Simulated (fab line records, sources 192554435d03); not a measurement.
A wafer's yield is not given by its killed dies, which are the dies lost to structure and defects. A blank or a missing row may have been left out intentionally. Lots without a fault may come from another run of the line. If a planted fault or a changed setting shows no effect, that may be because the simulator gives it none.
Lot-split experiment	flow n5-finfet	on a route of 1938 steps: 7 lots, 21 wafers read

== ON THE SPLIT ==
At N5_SD_EPI_P_ETCH_16 (etches SiO2 in CHF3/O2, target depth 5 nm), the setting target-depth-a was moved away from the recipe's 50 angstrom on 8 of the 21 wafers read, by -11.9% to -4.3%. All remaining wafers had this setting at the recipe value.

The reading comes from the split's own step.

== THE READING ==
etch.depth-nm (the simulator's own value, which no gauge read), in nm, at N5_SD_EPI_P_ETCH_16 (etches SiO2 in CHF3/O2, target depth 5 nm). No usual value for it is given in the file. Across the 13 wafers here that went through the recipe, the average is 4.994 nm and the standard deviation 0.06 nm.

wafer	tool, chamber at the split	target-depth-a as run, angstrom	against the recipe	etch.depth-nm, nm	against lot-mates on the recipe
L081.1	rie-diel-02, 2	44.06	-11.9%	4.415	-0.537
L081.2	rie-diel-02, 3	50	recipe	4.952	-
L081.3	rie-diel-02, 0	44.06	-11.9%	4.371	-0.581
L082.2	rie-diel-02, 2	50	recipe	5.036	-
L082.4	rie-diel-02, 0	50	recipe	4.94	-
L082.6	rie-diel-02, 2	50	recipe	5.013	-
L084.2	rie-diel-06, 3	45.43	-9.1%	4.542	-0.336
L084.3	rie-diel-06, 1	50	recipe	4.878	-
L084.6	rie-diel-06, 1	45.43	-9.1%	4.445	-0.433
L087.1	rie-diel-01, 1	50	recipe	4.988	-
L087.2	rie-diel-01, 2	47.51	-5.0%	4.633	-0.355
L087.3	rie-diel-01, 3	47.51	-5.0%	4.627	-0.361
L090.2	rie-diel-06, 2	50	recipe	5.077	-
L090.3	rie-diel-06, 0	50	recipe	4.979	-
L090.5	rie-diel-06, 0	50	recipe	4.923	-
L091.2	rie-diel-02, 2	50	recipe	4.996	-
L091.3	rie-diel-02, 1	45.99	-8.0%	4.673	-0.373
L091.6	rie-diel-02, 1	50	recipe	5.096	-
L092.2	rie-diel-06, 2	50	recipe	5.06	-
L092.4	rie-diel-06, 1	47.87	-4.3%	4.8	-0.221
L092.6	rie-diel-06, 1	50	recipe	4.981	-

FIT RESULTS
A straight line over all 21 wafers: etch.depth-nm changes by +0.0517 nm for each +1% of target-depth-a; r = +0.96; the points scatter about the line by 0.067 nm.
The same after taking each lot's own level away (the mean of its wafers on the recipe; 21 wafers): +0.0469 nm for each +1%; r = +0.96; scatter 0.058 nm.
According to that fit, moving target-depth-a by its largest amount changes the reading by 0.56 nm.
The span of the lots' own levels, 4.8780 to 5.0460 nm, comes to 2.8 times the standard deviation stated above.
So the lot-to-lot level changes the slope: the two fits differ.
Check: with one of the wafers moved furthest among these (-11.9%) left out of the fit, the line predicts -0.575 nm for it against its lot-mates. Against them it came out at -0.537 nm.

== THE OTHER SPLITS THESE WAFERS WENT THROUGH ==
Note: prior to the reading, these wafers also went through further splits. Each is held against what the fit with the lots' levels taken away leaves over:
other split on the same wafers	wafers away from the commonest value	r with etch.depth-nm (lot level and that fit taken away)
N5_DUMMY_GATE_COAT_34 spin-rpm	7	-0.07

== THE FILE'S OWN FIT ==
etch.depth-nm changes by +0.0478 nm for each +1% of target-depth-a, r = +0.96.
